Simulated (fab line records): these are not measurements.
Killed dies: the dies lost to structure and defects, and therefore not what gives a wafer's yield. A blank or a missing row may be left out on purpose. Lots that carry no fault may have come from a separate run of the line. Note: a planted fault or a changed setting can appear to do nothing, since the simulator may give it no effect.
A lot that was struck, set against a sound lot ; flow nand harc ; 13 out of 1302 route steps
Sound: these wafers, L255.2, L255.5, L255.6. Wafers L253.1, L253.2, L253.5 were the ones struck. Last of all comes the cause.
Each step with rows lists, per side, the tool, then ch with its chambers, then its first start. Under that, the readings that differ: sound wafers ; struck wafers ; difference of the means ; sigmas: that difference in standard deviations of wafers without a fault.
alike: same words and numbers on both sides, and readings whose means sit less than 2 such deviations apart. not compared: any withheld reading, any reading some wafer has no value for, any bound like >300 that may hide the same value, and any number with overlapping values for which the record gives no deviation.
Wherever a step has rows on one side only, a row that says differs or no value, or a row with sigmas, the two part there. Non-overlapping numbers with no deviation appear without sigmas and do not part them. A reading missing from all wafers of one side parts the sides only when that side holds two or more wafers.

first, 1 step without rows for these wafers: NHARC_P_M0_SRD_25.
NHARC_P_M0_INSPECT_27:
  sound on defect inspect-01 at day 12 03:10; struck on defect inspect-01 at day 11 00:07
  alike: raw defect count
NHARC_P_M0_PRE_CLEAN_31: time 12 s.
  sound on pecvd-02 ch 0,2, day 12 03:14; struck on pecvd-03 ch 0,1,2, day 11 00:11
  alike: heater power w
NHARC_P_M0_DEP_32: deposits SiCN, target thk 30 nm.
  sound on pecvd-02 ch 0,2, day 12 03:19; struck on pecvd-03 ch 0,1,2, day 11 00:16
  alike: heater power w
then, 7 steps without rows for these wafers: NHARC_P_M1_DEP_00 (deposits SiOC, target thk 182.5 nm); NHARC_P_M1_DEHYDRATE_01 (time 120 s); NHARC_P_M1_HMDS_02 (time 30 s); NHARC_P_M1_COAT_34 (time 65 s); NHARC_P_M1_COAT_03 (resist thk 90 nm); NHARC_P_M1_SOFTBAKE_04 (time 55 s); NHARC_P_M1_EBR_05.
NHARC_P_M1_EXPOSE_06: exposes mask P M1, target cd 130 nm.
  sound on arfi scanner-01 ch 0, day 12 04:26; struck on arfi scanner-01, day 11 01:22
  no value came back on the struck wafers for exposure dose mJ cm2, focus offset nm (nm), na; on the sound wafers exposure dose mJ cm2 reads 81.76 81.80 81.86
  alike: mask
then, 1 step without rows for these wafers: NHARC_P_M1_PEB_07 (peb time 65 s).

## WHERE THEY PART
Only at NHARC_P_M1_EXPOSE_06, as far as this record shows.

WHY: what had been put in by the simulator
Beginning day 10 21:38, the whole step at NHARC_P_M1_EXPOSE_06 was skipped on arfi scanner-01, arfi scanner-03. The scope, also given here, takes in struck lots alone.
